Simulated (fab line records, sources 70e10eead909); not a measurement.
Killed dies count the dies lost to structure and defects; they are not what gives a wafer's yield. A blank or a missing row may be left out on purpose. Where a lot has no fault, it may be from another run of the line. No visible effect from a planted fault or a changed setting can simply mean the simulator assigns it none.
Comparing a struck lot with a sound one | flow nand_harc | 39 steps out of a route of 1302
Sound: the wafers L434.1, L434.3, L434.4. The struck wafers were L452.3, L452.5, L452.6. The cause is named last.
Each step with rows lists, per side, the tool, then ch with its chambers, then its first start. Under that, the readings that differ: sound wafers | struck wafers | difference of the means | sigmas: that difference in standard deviations of wafers without a fault.
alike: a reading whose means differ by less than 2 such deviations, as well as words and numbers matching on both sides. not compared: withheld readings; readings where some wafer has no value; bounds like >300 that might hide an equal value; numbers whose values overlap and for which the record gives no deviation.
A row with sigmas, a row that says differs or no value, or rows on one side alone: a step with any of these is where the two part. When numbers do not overlap yet have no deviation, they are printed without sigmas and do not part them. Lack of a reading on every wafer of one side parts them only where that side has two or more wafers.

first, 9 steps without rows for these wafers: NHARC_A_STAIRCASE_HMDS_177 (time 30 s); NHARC_A_STAIRCASE_COAT_178; NHARC_A_STAIRCASE_SOFTBAKE_179 (time 170 s); NHARC_A_STAIRCASE_EBR_180; NHARC_A_STAIRCASE_EXPOSE_181 (exposes mask STAIR 2); NHARC_A_STAIRCASE_PEB_182 (peb time 130 s); NHARC_A_STAIRCASE_DEVELOP_183 (time 140 s); NHARC_A_STAIRCASE_HARDBAKE_185 (time 140 s); NHARC_A_STAIRCASE_DESCUM_186 (chemistry O2, time 3 s).
NHARC_A_STAIRCASE_TRIM_187: chemistry O2, time 211.2 s.
  sound on rie_diel-07 ch 0,1,3, day 16 11:37; struck on rie_diel-02 ch 0,1, day 23 23:41
  alike: drypump_motor_current_A, oes_product_au, rf_vpp_V, showerhead_plenum_p_Torr, throttle_valve_pct
  not compared: rf_hours_counter_h
NHARC_A_STAIRCASE_ETCH_188: etches the open film in C4F8/O2, target depth 100 nm, time 40.5 s.
  sound: rie_diel-07 ch 1,2,3; struck: rie_diel-02 ch 0,1,3
  alike: oes_product_au, rf_vpp_V
  not compared: rf_hours_counter_h
NHARC_A_STAIRCASE_TRIM_189: chemistry O2, time 211.2 s.
  sound on rie_diel-07 ch 0,1,2, day 16 11:50; struck on rie_diel-02 ch 0,3, day 24 00:26
  alike: drypump_motor_current_A, oes_product_au, rf_vpp_V, showerhead_plenum_p_Torr, throttle_valve_pct
  not compared: rf_hours_counter_h
then, 2 steps without rows for these wafers: NHARC_A_STAIRCASE_ETCH_190 (etches the open film in C4F8/O2, target depth 100 nm, time 40.5 s); NHARC_A_STAIRCASE_TRIM_191 (chemistry O2, time 211.2 s).
NHARC_A_STAIRCASE_ETCH_192: etches the open film in C4F8/O2, target depth 100 nm, time 40.5 s.
  sound: rie_diel-07 ch 1,2,3; struck: rie_diel-02 ch 0,1,3
  alike: oes_product_au, rf_vpp_V
  not compared: rf_hours_counter_h
then, 1 step without rows for these wafers: NHARC_A_STAIRCASE_TRIM_193 (chemistry O2, time 211.2 s).
NHARC_A_STAIRCASE_ETCH_194: etches the open film in C4F8/O2, target depth 100 nm, time 40.5 s.
  sound: rie_diel-07 ch 1,2,3; struck: rie_diel-02 ch 0,1,3
  alike: oes_product_au, rf_vpp_V
  not compared: rf_hours_counter_h
then, 3 steps without rows for these wafers: NHARC_A_STAIRCASE_TRIM_196 (chemistry O2, time 211.2 s); NHARC_A_STAIRCASE_ETCH_197 (etches the open film in C4F8/O2, target depth 100 nm, time 40.5 s); NHARC_A_STAIRCASE_TRIM_198 (chemistry O2, time 211.2 s).
NHARC_A_STAIRCASE_ETCH_199: etches the open film in C4F8/O2, target depth 100 nm, time 40.5 s.
  sound: rie_diel-07 ch 0,1,2; struck: rie_diel-10 ch 1,2,3
  alike: oes_product_au, rf_vpp_V
  not compared: rf_hours_counter_h
then, 17 steps without rows for these wafers: NHARC_A_STAIRCASE_TRIM_200 (chemistry O2, time 211.2 s); NHARC_A_STAIRCASE_ETCH_201 (etches the open film in C4F8/O2, target depth 100 nm, time 40.5 s); NHARC_A_STAIRCASE_TRIM_202 (chemistry O2, time 211.2 s); NHARC_A_STAIRCASE_ETCH_203 (etches the open film in C4F8/O2, target depth 100 nm, time 40.5 s); NHARC_A_STAIRCASE_STRIP_205 (strips in O2); NHARC_A_STAIRCASE_STRIP_206 (strips in SPM, time 900 s); NHARC_A_STAIRCASE_PRECLEAN_207 (cleans in SC1); NHARC_A_STAIRCASE_SRD_208; NHARC_A_STAIRCASE_DEHYDRATE_209 (time 120 s); NHARC_A_STAIRCASE_HMDS_210 (time 30 s); NHARC_A_STAIRCASE_COAT_211; NHARC_A_STAIRCASE_SOFTBAKE_212 (time 170 s); NHARC_A_STAIRCASE_EBR_213; NHARC_A_STAIRCASE_EXPOSE_214 (exposes mask STAIR 3); NHARC_A_STAIRCASE_PEB_215 (peb time 130 s); NHARC_A_STAIRCASE_DEVELOP_216 (time 140 s); NHARC_A_STAIRCASE_HARDBAKE_218 (time 140 s).
-- break in the record here, with 9 days between the starts of the struck wafers on either side (left off in module A_STAIRCASE, picked up again in module END, where the first step shown is number 1302 on the route) --
NHARC_END_SORT_01:
  here the record holds rows for the struck wafers (prober-01 ch 0, day 32 14:17) but none for the sound ones

## WHERE THEY PART
NHARC_END_SORT_01 only, going by this record.

WHY: what had been put in by the simulator
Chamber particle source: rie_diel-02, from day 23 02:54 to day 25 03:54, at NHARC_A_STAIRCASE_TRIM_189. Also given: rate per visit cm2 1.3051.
